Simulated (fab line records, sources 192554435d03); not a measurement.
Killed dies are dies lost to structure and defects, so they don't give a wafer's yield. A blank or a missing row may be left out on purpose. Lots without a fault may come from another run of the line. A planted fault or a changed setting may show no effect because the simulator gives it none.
fab line records | flow n5_finfet
record lots=7 wafers=21
route steps=1938 shown BEOL_M0_SAQP@677 BEOL_M0_CUTY@711 BEOL_M0@715 BEOL_M1@753 BEOL_M2@857 BEOL_M3@957
start_h: hours from the record's first day to the start of the lot's first wafer shown | wait_h: hours since the lot's step before | " the same as in the row above | L1.1+2: a row that stands for several wafers | - no value, or no start given | * or withheld: withheld | < > ~ a bound
route shown NAME@n: a module of which the file shows steps, and the number in the route of the first | usual: mean/standard deviation of fault-free wafers | same: alike in all rows | chamber/n: place in a boat | sites: the reading at each site | _std_site: their standard deviation | _edge_site: outer sites' mean less inner sites' | radius_mm: how far each site lies from the wafer's centre | mask NAME#n: copy n | behind: the tool/chamber that last shaped the wafer | hold: why the lot was held/for how many hours/how that ended | device: the transistor (n, p or np) that didn't switch | end of line: the same wafers' tests at the end of the route | a step without rows: its recipe alone | killed: dies lost to structure and defects at the first sort, not the wafer's yield | map: a wafer's dies, x killed, . not, _ none there
set.NAME: the setting as run; set.NAME@STEP: as run at that earlier step | model.NAME: the simulator's own value behind a step, which no gauge read
lots whose settings were changed on purpose; a table a step, a row a wafer
## steps
# step N5_BEOL_M0_SAQP_SPACER2_ETCHBACK_27
# recipe chemistry=CHF3/O2 mode=anisotropic_etchback target=SiO2 target_depth_a=225 time_s=11.25 pressure_mtorr=30 source_w=650 bias_w=170 Ar_flow_sccm=200 CHF3_flow_sccm=50 O2_flow_sccm=5 ion_energy_ev=200
# columns lot.wafer tool chamber start_h wait_h set.time_s
L078.1+2 rie_diel-03 0,2 142.52 0.3 13.03
L078.3 " 3 " " 11.25
L079.1+3+4 rie_diel-01 1,0,3 145.24 0.3 11.25
L081.2+5+6 rie_diel-01 3,3,2 151.44 0.3 11.25
L085.2+6 rie_diel-01 0,2 179.33 0.3 11.9
L085.4 " 1 " " 11.25
L087.1+2+4 rie_diel-05 0,3,0 191.85 0.3 11.25
L091.1 rie_diel-03 0 216.47 0.3 8.811
L091.2+4 " 2,3 " " 11.25
L097.1+2+4 rie_diel-03 0,3,2 251.49 0.5 11.25
# step N5_BEOL_M0_SAQP_MANDREL2_REMOVE_110
# recipe chemistry=HBr/Cl2/O2 bt_time_s=10 target=a-Si stop_on=SiCN endpoint=OES-SiCl over_etch_frac=1 icp_w=600 bias_w=30 HBr_flow_sccm=150 Cl2_flow_sccm=80 O2_flow_sccm=5 pressure_mtorr=10
# columns lot.wafer tool chamber start_h wait_h set.target_thk_a@BEOL_M0_SAQP_SPACER2_ALD_26 model.BEOL_M0_SAQP.cd_nm
L078.1+2+3 rie_si-05 1,0,3 142.60 0.1 159.6 16
L079.1+4 rie_si-06 3,2 145.33 0.1 150 15
L079.3 " 0 " " 170.2 17
L081.2+5+6 rie_si-01 3,0,1 151.53 0.1 150 15
L085.2 rie_si-06 0 179.42 0.1 150 15
L085.4+6 " 0,2 " " 134.3 13.4
L087.1 rie_si-06 2 191.94 0.1 150 15.2
L087.2+4 " 0,2 " " 139.8 14
L091.1 rie_si-05 3 216.55 0.1 144 14.4
L091.2 " 1 " " 144 14.6
L091.4 " 2 " " 150 15
L097.1+2 rie_si-01 3,0 251.58 0.1 150 15
L097.4 " 1 " " 150 15.2
# step N5_BEOL_M0_SAQP_CD_MEAS_29
# recipe target_cd_nm=14.4 landing_energy_ev=1000 detector=se_inlens
# usual cd_nm=15.02/0.22
# columns lot.wafer tool chamber start_h wait_h set.target_thk_a@BEOL_M0_SAQP_SPACER2_ALD_26 cd_nm
L078.1 cd_sem-03 0 142.71 0.1 159.6 16.00
L078.2 " 0 " " 159.6 16.06
L078.3 " 0 " " 159.6 15.86
L079.1 cd_sem-03 0 145.44 0.1 150 14.88
L079.3 " 0 " " 170.2 16.80
L079.4 " 0 " " 150 15.08
L081.2 cd_sem-02 0 151.64 0.1 150 14.90
L081.5 " 0 " " 150 14.82
L081.6 " 0 " " 150 15.25
L085.2 cd_sem-01 0 179.57 0.1 150 15.26
L085.4 " 0 " " 134.3 13.45
L085.6 " 0 " " 134.3 13.10
L087.1 cd_sem-03 0 192.09 0.1 150 15.23
L087.2 " 0 " " 139.8 13.86
L087.4 " 0 " " 139.8 14.15
L091.1 cd_sem-03 0 216.66 0.1 144 14.47
L091.2 " 0 " " 144 14.49
L091.4 " 0 " " 150 14.81
L097.1 cd_sem-02 0 251.69 0.1 150 15.11
L097.2 " 0 " " 150 15.18
L097.4 " 0 " " 150 15.03
# step N5_BEOL_M0_SAQP_COAT_69
# recipe resist=SOC temp_c=250 time_s=60 spin_rpm=1500 resist_thk_nm=90
# step N5_BEOL_M0_SAQP_COAT_72
# recipe resist=SiARC temp_c=220 time_s=60 spin_rpm=1500 resist_thk_nm=15
# step N5_BEOL_M0_CUTY_DESCUM_61
# recipe chemistry=O2 time_s=7.9 source_power_w=50 bias_power_w=20 pressure_mtorr=20 rf_frequency_hz=2.712e+07 temp_c=40 resist=CAR-ArF-block o2_flow_sccm=225
# step N5_BEOL_M0_CUTY_ETCH_62
# recipe chemistry=CF4 target=SiARC mask_material=CAR-ArF-block time_s=58.5 ion_energy_ev=80 pressure_mtorr=40 source_w=545 bias_w=36 Ar_flow_sccm=100 cf4_flow_sccm=100 ends=cleared
# step N5_BEOL_M0_CUTY_ETCH_63
# recipe chemistry=N2/H2 target=SOC target_depth_a=827 overetch_a=165 mask_material=SiARC temp_c=40 ion_energy_ev=200 time_s=124 pressure_mtorr=30 source_w=840 bias_w=150 n2_flow_sccm=200 h2_flow_sccm=200
# columns lot.wafer tool chamber start_h wait_h set.target_thk_a@BEOL_M0_SAQP_SPACER2_ALD_26 model.SiO2_of_BEOL_M0_SAQP_SPACER2_ALD_26.thk_nm
L078.1 rie_diel-06 1 144.80 0.0 159.6 8
L078.2+3 " 0,2 " " 159.6 8.2
L079.1+4 rie_diel-04 3 147.61 0.0 150 7
L079.3 " 2 " " 170.2 9
L081.2+5+6 rie_diel-06 2,0,1 153.42 0.0 150 7.2
L085.2 rie_diel-02 0 181.96 0.0 150 6.8
L085.4 " 1 " " 134.3 5.6
L085.6 " 0 " " 134.3 5.4
L087.1 rie_diel-06 1 195.80 0.0 150 7.2
L087.2 " 3 " " 139.8 6
L087.4 " 2 " " 139.8 6.2
L091.1+2 rie_diel-04 1,2 218.62 0.0 144 6.4
L091.4 " 0 " " 150 7
L097.1+2+4 rie_diel-02 2,1,2 254.51 0.0 150 7.2
# step N5_BEOL_M0_CUTY_STRIP_64
# recipe chemistry=N2/H2 temp_c=40 n2_flow_sccm=200 h2_flow_sccm=200 rf_frequency_hz=6e+07
# step N5_BEOL_M0_ETCH_138
# recipe chemistry=CH3F/O2 target_depth_a=120 target=SiCN time_s=31.6 ion_energy_ev=120 pressure_mtorr=30 source_w=395 bias_w=75 Ar_flow_sccm=150 CH3F_flow_sccm=30 O2_flow_sccm=20 ends=cleared
# step N5_BEOL_M0_HM_OPEN_105
# recipe chemistry=Cl2/BCl3 target_depth_a=120 target=TiN ion_energy_ev=150 pressure_mtorr=10 icp_w=1000 bias_w=126 Cl2_flow_sccm=53.25 bcl3_flow_sccm=21.75 Ar_flow_sccm=25
# columns lot.wafer tool chamber start_h wait_h set.target_thk_a@BEOL_M0_SAQP_SPACER2_ALD_26 model.SiO2_of_BEOL_M0_SAQP_SPACER2_ALD_26.thk_nm
L078.1+3 rie_metal-01 0,1 147.15 2.2 159.6 3.8
L078.2 " 1 " " 159.6 4
L079.1+4 rie_metal-02 0,1 147.86 0.1 150 2.6
L079.3 " 0 " " 170.2 4.6
L081.2+5+6 rie_metal-01 1,0,1 153.83 0.2 150 2.8
L085.2 rie_metal-02 1 184.07 2.0 150 2.4
L085.4+6 " 1,0 " " 134.3 1.6
L087.1 rie_metal-03 0 196.02 0.1 150 2.8
L087.2+4 " 1,0 " " 139.8 1.8
L091.1+2 rie_metal-03 1,0 219.79 1.0 144 2.2
L091.4 " 0 " " 150 2.6
L097.1+2 rie_metal-02 0,1 257.99 3.3 150 2.6
L097.4 " 1 " " 150 2.8
# step N5_BEOL_M1_PECVD_72
# recipe material=SiO2 target_thk_a=160 temp_c=400 precursor=TEOS/O2 pressure_torr=5.5 rf_w=450 teos_flow_sccm=53.8 gas=O2 flow_sccm=3000 time_s=18
# columns lot.wafer tool chamber start_h wait_h set.time_s model.SiO2_of_BEOL_M1_PECVD_72.thk_nm
L078.1 pecvd-02 0 152.60 0.0 19.08 16.8
L078.2 " 2 " " 18 16
L078.3 " 1 " " 19.08 17
L079.1 pecvd-02 2 153.17 0.0 18 15.8
L079.3 " 1 " " 20.34 18.2
L079.4 " 1 " " 18 16.2
L081.2 pecvd-04 1 158.89 0.0 18 15.8
L081.5 " 0 " " 17.12 15.2
L081.6 " 2 " " 18 16.2
L085.2 pecvd-02 2 189.38 0.0 19.02 16.8
L085.4 " 2 " " 19.02 17
L085.6 " 0 " " 18 16
L087.1+4 pecvd-04 1,0 204.17 0.0 15.4 13.4
L087.2 " 2 " " 18 15.6
L091.1 pecvd-01 2 223.59 0.0 18 16
L091.2 " 0 " " 18 15.8
L091.4 " 2 " " 18.89 17
L097.1 pecvd-02 2 261.72 0.0 18 15.6
L097.2+4 " 0 " " 18 15.8
# step N5_BEOL_M1_COAT_05
# recipe resist=CAR-EUV spin_rpm=1500 resist_thk_nm=30
# columns lot.wafer tool chamber start_h wait_h set.spin_rpm model.CAR-EUV_of_BEOL_M1_COAT_05.thk_nm
L078.1 litho_track-03 0 - - 1500 30
L078.2 " 0 " " 1400 31
L078.3 " 0 " " 1400 31.2
L079.1+3+4 litho_track-03 0 - - 1500 30
L081.2 litho_track-03 0 - - 1500 30
L081.5+6 " 0 " " 1591 29.2
L085.2+4+6 litho_track-03 0 - - 1500 30
L087.1+2+4 litho_track-05 0 - - 1589 29.2
L091.1 litho_track-04 0 - - 1500 30
L091.2+4 " 0 " " 1623 29
L097.1+2+4 litho_track-04 0 - - 1500 29.8
# step N5_BEOL_M1_EBR_07
# recipe solvent=PGMEA ebr_width_mm=1.5
# step N5_BEOL_M1_SOFTBAKE_06
# recipe temp_c=110 time_s=60 resist=CAR-EUV
# step N5_BEOL_M1_EXPOSE_08
# recipe mask_id=M1 na=0.33 source_shape=dipole sigma_inner=0.369 sigma_outer=0.767 polarization=unpolarized dose_mj=33
# step N5_BEOL_M1_PEB_09
# recipe peb_temp_c=100 peb_time_s=60 resist=CAR-EUV
# step N5_BEOL_M1_DEVELOP_10
# recipe develop_time_s=30 developer=TMAH resist=CAR-EUV rinse_liquid=surfactant_rinse dry=air_spin dev_temp_c=23
# columns lot.wafer tool chamber start_h wait_h set.spin_rpm@BEOL_M1_COAT_05 model.CAR-EUV_of_BEOL_M1_COAT_05.thk_nm
L078.1 litho_track-04 0 - - 1500 29.4
L078.2+3 " 0 " " 1400 30.6
L079.1 litho_track-04 0 - - 1500 29.6
L079.3+4 " 0 " " 1500 29.4
L081.2 litho_track-03 0 - - 1500 29.6
L081.5 " 0 " " 1591 28.8
L081.6 " 0 " " 1591 28.6
L085.2+6 litho_track-03 0 - - 1500 29.4
L085.4 " 0 " " 1500 29.6
L087.1+2+4 litho_track-03 0 - - 1589 28.8
L091.1 litho_track-03 0 - - 1500 29.4
L091.2+4 " 0 " " 1623 28.4
L097.1+2+4 litho_track-05 0 - - 1500 29.4
# step N5_BEOL_M1_STRIP_97
# recipe chemistry=N2/H2 time_s=10 power_w=450 temp_c=40 pressure_mtorr=20 rf_frequency_hz=6e+07 bias_power_w=7 n2_flow_sccm=200 h2_flow_sccm=200
# step N5_BEOL_M1_HM_STRIP_39
# recipe chemistry=peroxide_tin_strip material=TiN target_depth_a=250 temp_c=50 time_s=158
# columns lot.wafer tool chamber start_h wait_h set.time_s@BEOL_M1_PECVD_72 model.SiO2_of_BEOL_M1_PECVD_72.thk_nm
L079.1 wet_bench-04 4 157.60 0.0 18 15.6
L079.3 " 2 " " 20.34 18
L079.4 " 3 " " 18 16.2
L078.1+3 wet_bench-06 1,3 160.70 0.0 19.08 16.8
L078.2 " 7 " " 18 15.8
L081.2 wet_bench-06 7 164.05 0.0 18 15.6
L081.5 " 4 " " 17.12 15.2
L081.6 " 3 " " 18 16
L085.2 wet_bench-04 2 192.46 0.0 19.02 16.6
L085.4 " 6 " " 19.02 17
L085.6 " 7 " " 18 16
L087.1 wet_bench-04 5 211.98 0.0 15.4 13.2
L087.2 " 2 " " 18 15.4
L087.4 " 6 " " 15.4 13.4
L091.1 wet_bench-06 1 230.37 0.0 18 16
L091.2 " 2 " " 18 15.8
L091.4 " 4 " " 18.89 16.8
L097.1 wet_bench-04 4 268.58 0.0 18 15.4
L097.2 " 7 " " 18 15.6
L097.4 " 3 " " 18 15.8
# step N5_BEOL_M2_DESCUM_16
# recipe chemistry=O2 time_s=7 source_power_w=50 bias_power_w=20 pressure_mtorr=20 rf_frequency_hz=2.712e+07 temp_c=40 resist=CAR-EUV o2_flow_sccm=225
# columns lot.wafer tool chamber start_h wait_h set.time_s model.CAR-EUV_of_BEOL_M2_COAT_05.thk_nm
L079.1 rie_diel-06 2 162.32 0.0 6.319 26.2
L079.3+4 " 1 " " 7 26
L078.1+2+3 rie_diel-04 2,0,3 168.02 0.1 7 26
L081.2+5 rie_diel-04 0,3 169.67 0.0 7 26.2
L081.6 " 0 " " 7 26
L085.2 rie_diel-04 1 199.16 2.1 5.683 26.6
L085.4 " 2 " " 7 26
L085.6 " 1 " " 5.683 26.8
L087.1+4 rie_diel-06 3,1 218.31 0.0 5.67 26.8
L087.2 " 2 " " 7 26
L091.1+4 rie_diel-04 1,2 237.22 0.0 8.216 25.2
L091.2 " 3 " " 7 25.8
L097.1+4 rie_diel-04 1,2 274.42 0.1 7 26
L097.2 " 3 " " 7 26.2
# step N5_BEOL_M2_ETCH_74
# recipe chemistry=N2/H2 target=underlayer target_depth_a=65 mask_material=CAR-EUV time_s=5.2 ion_energy_ev=200 pressure_mtorr=30 source_w=840 bias_w=150 n2_flow_sccm=200 h2_flow_sccm=200 ends=cleared
# usual etch_rf_on_time_s=5.16/0.087 rf_vpp_V=523.8/2.5
# columns lot.wafer tool chamber start_h wait_h set.source_w etch_rf_on_time_s rf_vpp_V
L079.1 rie_diel-06 2 162.36 0.0 840 5.30 520.3
L079.3 " 1 " " 840 5.16 524.3
L079.4 " 1 " " 840 5.17 527.6
L078.1 rie_diel-04 2 168.05 0.0 949.1 4.64 500.2
L078.2 " 0 " " 949.1 4.66 503.6
L078.3 " 3 " " 840 5.15 529.8
L081.2 rie_diel-04 0 169.70 0.0 840 5.16 523.5
L081.5 " 3 " " 840 5.08 526.7
L081.6 " 0 " " 840 5.19 523.4
L085.2 rie_diel-04 1 199.20 0.0 840 5.07 523.4
L085.4 " 2 " " 840 5.16 520.2
L085.6 " 1 " " 840 5.08 524.6
L087.1 rie_diel-06 3 218.35 0.0 840 5.20 524.6
L087.2 " 2 " " 977.8 4.71 494.9
L087.4 " 1 " " 977.8 4.61 500.2
L091.1 rie_diel-04 1 237.26 0.0 974.1 4.50 497.6
L091.2 " 3 " " 974.1 4.58 501.3
L091.4 " 2 " " 840 5.14 522.6
L097.1 rie_diel-04 1 274.46 0.0 840 5.04 520.8
L097.2 " 3 " " 840 5.18 529.1
L097.4 " 2 " " 840 5.14 520.3
# step N5_BEOL_M3_COAT_67
# recipe resist=SOC temp_c=250 time_s=60 spin_rpm=1500 resist_thk_nm=60
# columns lot.wafer tool chamber start_h wait_h set.spin_rpm model.SOC_of_BEOL_M3_COAT_67.thk_nm
L079.1 litho_track-05 0 175.23 0.0 1553 59
L079.3 " 0 " " 1500 60
L079.4 " 0 " " 1500 60.2
L078.1 litho_track-05 0 180.52 0.0 1393 62.4
L078.2 " 0 " " 1500 60.2
L078.3 " 0 " " 1393 62.6
L081.2+5 litho_track-03 0 185.47 0.0 1500 60
L081.6 " 0 " " 1500 60.2
L085.2 litho_track-05 0 212.48 0.0 1500 60.2
L085.4 " 0 " " 1454 61
L085.6 " 0 " " 1500 60
L087.1+4 litho_track-05 0 232.23 0.0 1592 58.4
L087.2 " 0 " " 1500 60
L091.1 litho_track-05 0 247.82 0.0 1500 60
L091.2 " 0 " " 1500 60.2
L091.4 " 0 " " 1384 62.8
L097.1 litho_track-05 0 285.83 0.0 1500 60.4
L097.2 " 0 " " 1500 60.2
L097.4 " 0 " " 1500 60
# step N5_BEOL_M3_EXPOSE_25
# recipe mask_id=V2 na=0.33 source_shape=quasar sigma_inner=0.2 sigma_outer=0.8 polarization=unpolarized defocus_nm=5 dose_mj=63
# columns lot.wafer tool chamber start_h wait_h mask set.dose_mj
L079.1+3+4 euv_scanner-02 0 175.49 - V2#0 63
L078.1+2 euv_scanner-01 0 180.66 - V2#0 63
L078.3 " 0 " " V2#0 67.57
L081.2+6 euv_scanner-02 0 185.74 - V2#0 63
L081.5 " 0 " " V2#0 65.12
L085.2 euv_scanner-01 0 212.75 - V2#0 63
L085.4+6 " 0 " " V2#0 59.79
L087.1+2+4 euv_scanner-02 0 232.49 - V2#0 63
L091.1+2+4 euv_scanner-02 0 247.96 - V2#0 63
L097.1+2+4 euv_scanner-02 0 286.09 - V2#0 63
# step N5_BEOL_M3_PEB_26
# recipe peb_temp_c=100 peb_time_s=60 resist=CAR-EUV
# step N5_BEOL_M3_DEVELOP_27
# recipe develop_time_s=30 developer=TMAH resist=CAR-EUV rinse_liquid=surfactant_rinse dry=air_spin dev_temp_c=23
# step N5_BEOL_M3_ALD_98
# recipe material=SiO2 target_thk_a=25 temp_c=100 ald_precursor_family=BDEAS ald_co_reactant=O2-plasma pulse_time_s=1 co_reactant_pulse_time_s=1 purge_time_s=2 co_reactant_purge_time_s=2 ald_cycles=17 pressure_torr=2
# step N5_BEOL_M3_ETCHBACK_99
# recipe chemistry=CHF3 target=SiO2 target_depth_a=50 time_s=10.4 source_w=215 bias_w=47 Ar_flow_sccm=200 CHF3_flow_sccm=12 ion_energy_ev=100 pressure_mtorr=30
# step N5_BEOL_M3_ETCH_70
# recipe chemistry=N2/H2 target=SOC target_depth_a=800 overetch_a=160 mask_material=SiARC temp_c=40 time_s=120 ion_energy_ev=200 pressure_mtorr=30 source_w=840 bias_w=150 n2_flow_sccm=200 h2_flow_sccm=200
# columns lot.wafer tool chamber start_h wait_h set.spin_rpm@BEOL_M3_COAT_67 model.etch.depth_nm
L079.1 rie_diel-01 2 184.23 0.0 1553 58.93
L079.3 " 0 " " 1500 59.97
L079.4 " 2 " " 1500 60.1
L078.1 rie_diel-01 1 188.51 0.0 1393 62.37
L078.2 " 0 " " 1500 60.21
L078.3 " 2 " " 1393 62.58
L081.2+5 rie_diel-05 3,2 188.66 0.0 1500 60.09
L081.6 " 0 " " 1500 60.1
L085.2 rie_diel-03 2 217.85 0.0 1500 60.17
L085.4 " 0 " " 1454 61.03
L085.6 " 3 " " 1500 60.07
L087.1 rie_diel-03 1 233.12 0.0 1592 58.42
L087.2 " 0 " " 1500 59.96
L087.4 " 2 " " 1592 58.36
L091.1 rie_diel-05 0 251.37 0.0 1500 60.03
L091.2 " 3 " " 1500 60.11
L091.4 " 2 " " 1384 62.71
L097.1 rie_diel-01 3 289.49 0.0 1500 60.36
L097.2 " 1 " " 1500 60.19
L097.4 " 2 " " 1500 60
# step N5_BEOL_M3_STRIP_71
# recipe chemistry=N2/H2 temp_c=40 n2_flow_sccm=200 h2_flow_sccm=200 rf_frequency_hz=6e+07
# step N5_BEOL_M3_STRIP_78
# recipe chemistry=N2/H2 temp_c=40 n2_flow_sccm=200 h2_flow_sccm=200 rf_frequency_hz=6e+07
# step N5_BEOL_M3_VIA_ETCH_34
# recipe chemistry=C4F6/O2 target_depth_a=694 mask_material=SOC pressure_mtorr=15 ion_energy_ev=250 taper_deg=4 time_s=65.9 source_w=350 bias_w=170 Ar_flow_sccm=300 C4F6_flow_sccm=10 O2_flow_sccm=10
# columns lot.wafer tool chamber start_h wait_h set.spin_rpm@BEOL_M3_COAT_67 model.SOC_of_BEOL_M3_COAT_67.thk_nm
L079.1 rie_diel-01 2 184.34 0.0 1553 50.8
L079.3+4 " 0,2 " " 1500 52
L078.1 rie_diel-01 1 188.61 0.0 1393 54.2
L078.2 " 0 " " 1500 52.2
L078.3 " 2 " " 1393 54.4
L081.2+5+6 rie_diel-05 3,2,0 188.77 0.0 1500 52
L085.2+6 rie_diel-03 2,3 217.95 0.0 1500 52.2
L085.4 " 0 " " 1454 53
L087.1 rie_diel-03 1 233.22 0.0 1592 50.2
L087.2 " 0 " " 1500 52
L087.4 " 2 " " 1592 50.4
L091.1+2 rie_diel-05 0,3 251.47 0.0 1500 52
L091.4 " 2 " " 1384 54.6
L097.1 rie_diel-01 3 289.60 0.0 1500 52
L097.2+4 " 1,2 " " 1500 51.8
## key
split step=N5_BEOL_M0_SAQP_SPACER2_ETCHBACK_27 setting=time_s stated=11.25 by=wafer
response none clear
split step=N5_BEOL_M1_PECVD_72 setting=time_s stated=18 by=wafer
response step=N5_BEOL_M1_PECVD_72 reading=model.SiO2_of_BEOL_M1_PECVD_72.thk_nm change=+0.162 per=1% r=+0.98
response step=N5_BEOL_M1_HM_STRIP_39 reading=model.SiO2_of_BEOL_M1_PECVD_72.thk_nm change=+0.153 per=1% r=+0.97
split step=N5_BEOL_M1_COAT_05 setting=spin_rpm stated=1500 by=wafer
response step=N5_BEOL_M1_COAT_05 reading=model.CAR-EUV_of_BEOL_M1_COAT_05.thk_nm change=-0.137 per=1% r=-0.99
response step=N5_BEOL_M1_DEVELOP_10 reading=model.CAR-EUV_of_BEOL_M1_COAT_05.thk_nm change=-0.146 per=1% r=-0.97
split step=N5_BEOL_M2_DESCUM_16 setting=time_s stated=7 by=wafer
response step=N5_BEOL_M2_DESCUM_16 reading=model.CAR-EUV_of_BEOL_M2_COAT_05.thk_nm change=-0.0367 per=1% r=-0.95
split step=N5_BEOL_M2_ETCH_74 setting=source_w stated=840 by=wafer
response step=N5_BEOL_M2_ETCH_74 reading=etch_rf_on_time_s change=* per=1% r=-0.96
response step=N5_BEOL_M2_ETCH_74 reading=rf_vpp_V change=-1.7 per=1% r=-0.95
split step=N5_BEOL_M3_COAT_67 setting=spin_rpm stated=1500 by=wafer
response step=N5_BEOL_M3_COAT_67 reading=model.SOC_of_BEOL_M3_COAT_67.thk_nm change=-0.316 per=1% r=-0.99
response step=N5_BEOL_M3_ETCH_70 reading=model.etch.depth_nm change=-0.31 per=1% r=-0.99
response step=N5_BEOL_M3_VIA_ETCH_34 reading=model.SOC_of_BEOL_M3_COAT_67.thk_nm change=-0.307 per=1% r=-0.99
split step=N5_BEOL_M3_EXPOSE_25 setting=dose_mj stated=63 by=wafer
response none clear
split outside_this_file step=N5_BEOL_M0_SAQP_SPACER2_ALD_26 setting=target_thk_a
# split outside_this_file: this setting was split too, and the file shows its column; the key of that split is in another file
